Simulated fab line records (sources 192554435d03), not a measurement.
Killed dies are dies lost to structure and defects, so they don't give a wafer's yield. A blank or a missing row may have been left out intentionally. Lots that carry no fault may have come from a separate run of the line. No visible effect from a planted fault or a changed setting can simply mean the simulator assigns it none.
Split-lot study | flow n5-finfet | on a route of 1938 steps: 7 lots, 21 wafers read

SPLIT DETAILS
At N5_FIN_CUT_EXPOSE_05 (exposes mask FIN CUT), the setting dose-mj was moved away from the recipe's 45.75 on 7 of the 21 wafers read, by -6.8% to +6.9%. The other wafers ran this setting at the recipe's value.

FROM THE SPLIT TO THE READING: what the file shows between them, 2 steps
- N5_FIN_CUT_PEB_06: peb time 60 s
- N5_FIN_CUT_DEVELOP_07: develop time 30 s

THE READING
Shown in nm: cd-nm at N5_FIN_CUT_CD_MEAS_08, with target cd 29.1 nm. On this fab line, fault-free wafers typically give 29.13 nm with a standard deviation of 0.25 nm.

wafer  | tool, chamber at the split | dose-mj as run | against the recipe | cd-nm, nm | against lot-mates on the recipe
L084.3 | euv-scanner-01, 0          | 45.75          | recipe             | 29.21     | -
L084.4 | euv-scanner-01, 0          | 45.75          | recipe             | 29.21     | -
L084.5 | euv-scanner-01, 0          | 48.91          | +6.9%              | 29.98     | +0.77
L086.3 | euv-scanner-02, 0          | 45.75          | recipe             | 29.21     | -
L086.5 | euv-scanner-02, 0          | 42.66          | -6.8%              | 28.51     | -0.70
L086.6 | euv-scanner-02, 0          | 42.66          | -6.8%              | 28.30     | -0.91
L089.1 | euv-scanner-01, 0          | 45.75          | recipe             | 29.19     | -
L089.2 | euv-scanner-01, 0          | 45.75          | recipe             | 29.13     | -
L089.6 | euv-scanner-01, 0          | 43.88          | -4.1%              | 28.40     | -0.76
L090.3 | euv-scanner-01, 0          | 45.75          | recipe             | 29.36     | -
L090.4 | euv-scanner-01, 0          | 45.75          | recipe             | 29.05     | -
L090.6 | euv-scanner-01, 0          | 45.75          | recipe             | 29.24     | -
L091.3 | euv-scanner-01, 0          | 44.29          | -3.2%              | 28.61     | -0.57
L091.4 | euv-scanner-01, 0          | 44.29          | -3.2%              | 28.28     | -0.90
L091.6 | euv-scanner-01, 0          | 45.75          | recipe             | 29.18     | -
L094.1 | euv-scanner-02, 0          | 45.75          | recipe             | 29.53     | -
L094.2 | euv-scanner-02, 0          | 45.75          | recipe             | 29.47     | -
L094.5 | euv-scanner-02, 0          | 45.75          | recipe             | 29.15     | -
L097.1 | euv-scanner-01, 0          | 45.75          | recipe             | 29.17     | -
L097.2 | euv-scanner-01, 0          | 43.45          | -5.0%              | 28.33     | -0.70
L097.6 | euv-scanner-01, 0          | 45.75          | recipe             | 28.88     | -

FIT RESULTS
A straight line over all 21 wafers: cd-nm changes by +0.138 nm for each +1% of dose-mj; r = +0.91; the points scatter about the line by 0.2 nm.
The same after taking each lot's own level away (the mean of its wafers on the recipe; 21 wafers): +0.132 nm for each +1%; r = +0.93; scatter 0.16 nm.
On that fit, the largest move of dose-mj shifts the reading by 0.91 nm.
Measured against the standard deviation above, the lots' own levels, which go from 29.025 to 29.383 nm, span 1.4 times it.
Consequently the slope shifts little with the lot-to-lot level, the two slopes agreeing.
Check: +0.941 nm against its lot-mates is what the line predicts for one of the wafers moved furthest among these (+6.9%) when that wafer is left out of the fit. It came out at +0.77 nm against them.

ADDITIONAL SPLITS CARRIED BY THESE WAFERS
Before the reading, these wafers also passed through other splits. Each is held against what the fit with the lots' levels taken away leaves over:
other split on the same wafers                    | wafers away from the commonest value | r with cd-nm (lot level and that fit taken away)
N5_PMOS_HMC_CHANNEL_EPI_PEB_07 peb-temp-c         | 9                                    | +0.09
N5_PMOS_HMC_CHANNEL_EPI_DEVELOP_08 develop-time-s | 5                                    | -0.18
N5_FIN_CUT_COAT_29 spin-rpm                       | 7                                    | -0.12

THE WHOLE CHAIN: every reading that the file lists as answering this split, in the file's order
step                  | what it does                                                | reading                                                               | change (the file's fit)               | r (the file's)
N5_FIN_CUT_CD_MEAS_08 | target cd 29.1 nm                                           | cd-nm                                                                 | +0.135 nm for each +1% of the setting | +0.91
N5_FIN_CUT_ETCH_30    | etches underlayer in N2/H2, target depth 13 nm, time 10.4 s | FIN_CUT.cd-offset-nm (the simulator's own value, which no gauge read) | +0.175 nm for each +1% of the setting | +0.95
N5_FIN_CUT_ETCH_20    | etches SiARC in CF4, target depth 26 nm, time 43.3 s        | FIN_CUT.cd-offset-nm (the simulator's own value, which no gauge read) | +0.191 nm for each +1% of the setting | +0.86

THE FILE'S OWN FIT
cd-nm changes by +0.135 nm for each +1% of dose-mj, r = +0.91.
